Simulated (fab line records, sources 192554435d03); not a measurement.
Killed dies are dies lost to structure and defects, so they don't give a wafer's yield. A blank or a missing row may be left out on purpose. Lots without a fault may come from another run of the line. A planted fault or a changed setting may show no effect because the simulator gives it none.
Which tool did it? | flow n5_finfet | 12 lots, 36 wafers sampled, at 3 steps of a route of 1938

WHAT THE GAUGES READ, wafer by wafer
N5_BEOL_M10_THK_MEAS_01.
lot  | measured     | on            | M10_ILD_THK (nm)
L823 | day 10 16:29 | film_metro-02 | 267 265 265
L827 | day 11 04:37 | film_metro-01 | 267 272 268
L826 | day 11 09:08 | film_metro-01 | 267 270 270
L828 | day 11 15:01 | film_metro-02 | 262 264 266
L829 | day 11 23:40 | film_metro-02 | 267 265 269
L831 | day 12 18:22 | film_metro-02 | 270 271 270
L832 | day 13 02:23 | film_metro-02 | 264 268 271
L833 | day 13 12:20 | film_metro-02 | 267 270 267
L836 | day 13 12:49 | film_metro-02 | 264 268 269
L837 | day 14 05:13 | film_metro-02 | 260 265 269
L838 | day 14 08:26 | film_metro-01 | 267 271 270
L844 | day 15 16:00 | film_metro-01 | 267 269 271

N5_BEOL_M10_INSPECT_13: inspects for defects (brightfield).
lot  | measured     | on                | raw_defect_count
L823 | day 10 18:14 | defect_inspect-02 | 309 228 394
L827 | day 11 05:30 | defect_inspect-02 | 386 597 363
L826 | day 11 11:46 | defect_inspect-02 | 494 548 423
L828 | day 11 16:07 | defect_inspect-02 | 323 335 347
L829 | day 12 01:22 | defect_inspect-01 | 260 374 271
L831 | day 12 19:23 | defect_inspect-02 | 437 415 441
L832 | day 13 04:49 | defect_inspect-02 | 353 325 413
L833 | day 13 12:53 | defect_inspect-02 | 378 324 341
L836 | day 13 15:45 | defect_inspect-02 | 339 367 419
L837 | day 14 07:23 | defect_inspect-01 | 295 355 333
L838 | day 14 09:28 | defect_inspect-01 | 352 317 341
L844 | day 15 18:25 | defect_inspect-01 | 237 351 324

WHICH TOOL RAN EACH LOT (tool, then ch and the chambers of the sampled wafers, then the start)
lot  | N5_BEOL_M10_HM_DEP_02
L823 | pvd_sputter-01, day 10 17:40
L827 | pvd_sputter-03, day 11 04:57
L826 | pvd_sputter-03, day 11 11:13
L828 | pvd_sputter-01, day 11 15:34
L829 | pvd_sputter-02, day 12 00:49
L831 | pvd_sputter-02, day 12 18:57
L832 | pvd_sputter-02, day 13 04:16
L833 | pvd_sputter-01, day 13 12:27
L836 | pvd_sputter-01, day 13 15:13
L837 | pvd_sputter-03, day 14 06:50
L838 | pvd_sputter-03, day 14 08:55
L844 | pvd_sputter-02, day 15 17:52
- N5_BEOL_M10_HM_DEP_02: deposits TiN, target thk 20 nm.

WHAT THE TOOLS THEMSELVES READ (means of the sampled wafers that have a number; where no wafer has one, the mark that the record gives instead)
N5_BEOL_M10_HM_DEP_02.
lot  | tool           | throttle_valve_pct (%)
L823 | pvd_sputter-01 | 30.1
L827 | pvd_sputter-03 | 30.2
L826 | pvd_sputter-03 | 30.2
L828 | pvd_sputter-01 | 30.0
L829 | pvd_sputter-02 | 29.0
L831 | pvd_sputter-02 | 29.2
L832 | pvd_sputter-02 | 29.5
L833 | pvd_sputter-01 | 30.3
L836 | pvd_sputter-01 | 30.6
L837 | pvd_sputter-03 | 30.2
L838 | pvd_sputter-03 | 29.9
L844 | pvd_sputter-02 | 29.3

THE ANSWER, worked out from the rows above alone
Rule: what is usual is taken from the lots themselves. Put in order of their means at a reading, lots are off if they are a third of the lots or fewer, leave a main group of 4 or more, and stand apart from it by a gap of 3 or more times the standard deviation of the main group's means; of several such gaps the widest counts. A main group whose means are all the same, to the digits that the tables above print for the reading, isn't used. A lot without any number at a reading at which 4 lots or more have one is off too. The other lots that the step has rows for count as sound. The gauges are gone through in route order, then the tools' own readings, and for those a lot's mean is taken as printed above. The first step at which some lot is off is used, and at that step the reading that is off furthest; a lot without a number counts as furthest.
No lot is off at any reading shown: from this, nothing can be told.

WHAT THE SIMULATOR HAD PUT IN
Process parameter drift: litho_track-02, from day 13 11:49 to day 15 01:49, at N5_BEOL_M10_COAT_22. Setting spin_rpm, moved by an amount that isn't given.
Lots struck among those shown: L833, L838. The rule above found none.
